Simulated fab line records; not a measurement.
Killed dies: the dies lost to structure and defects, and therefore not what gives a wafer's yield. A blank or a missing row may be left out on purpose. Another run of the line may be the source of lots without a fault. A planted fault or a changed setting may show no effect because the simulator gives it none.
One fault seen from 2 desks	flow nand harc	numbers are kept per desk, each desk with only its own; the story behind them comes last

== FROM THE METROLOGY DESK ==
Lot by lot, what the gauges showed, no matter which tool ran the lot: averages of those sampled wafers that carry a number. The brackets show how far a lot's mean lies from the usual mean; more than 4 standard deviations puts the lot out of limits, marked OUT.
Columns: A = thk nm at NHARC_A_BONDPAD_THK_MEAS_30, usual 199.5 nm; B = thk nm at NHARC_A_BONDPAD_THK_MEAS_20, usual 169.6 nm
lot	first seen here	A	B
L611	day 24 04:27	199.9	169.9
L612	day 25 06:12	199.6	168.8
L613	day 25 08:49	198.9	171.5
L614	day 26 07:32	197.5	169.4
L615	day 27 02:31	199.4	170.8
L616	day 27 08:16	201.2	169.9
L619	day 28 06:11	197.9	170.1
L621	day 28 06:56	198.2	168.2
L622	day 29 11:23	199.7	167.4
L624	day 30 08:52	199.0	169.4
L628	day 31 15:49	198.8	169.6
L629	day 32 07:15	201.6	167.8
L631	day 33 05:52	200.7	170.2
This desk's finding: nothing out of limits on any of the 13 lots.

== THE TOOL OWNER'S DESK: pvd sputter-01 ==
At NHARC_A_M1_PRE_CLEAN_30 (time 30 s), the tool's own readings, given per lot that ran on this tool as the mean of the sampled wafers with a number. The brackets show how far a lot's mean lies from the usual mean; more than 4 standard deviations puts the lot out of limits, marked OUT.
Columns: A = heater power w at NHARC_A_M1_PRE_CLEAN_30, usual 417 W; B = susceptor temp C at NHARC_A_M1_PRE_CLEAN_30, usual 280.00 C
lot	first seen here	A	B
L612	day 25 03:20	430	280.07
L614	day 26 04:37	408	279.92
L616	day 27 05:23	384	280.00
L621	day 28 04:04	401	279.98
L622	day 29 08:32	374	279.91
L631	day 33 03:00	444	280.00
This desk's finding: nothing out of limits on any of the 6 lots.

== ALL TOGETHER ==
At the metrology desk, nothing out of limits was observed.
Nothing out of limits was seen by the tool owner's desk.

== WHAT THE SIMULATOR PUT IN ==
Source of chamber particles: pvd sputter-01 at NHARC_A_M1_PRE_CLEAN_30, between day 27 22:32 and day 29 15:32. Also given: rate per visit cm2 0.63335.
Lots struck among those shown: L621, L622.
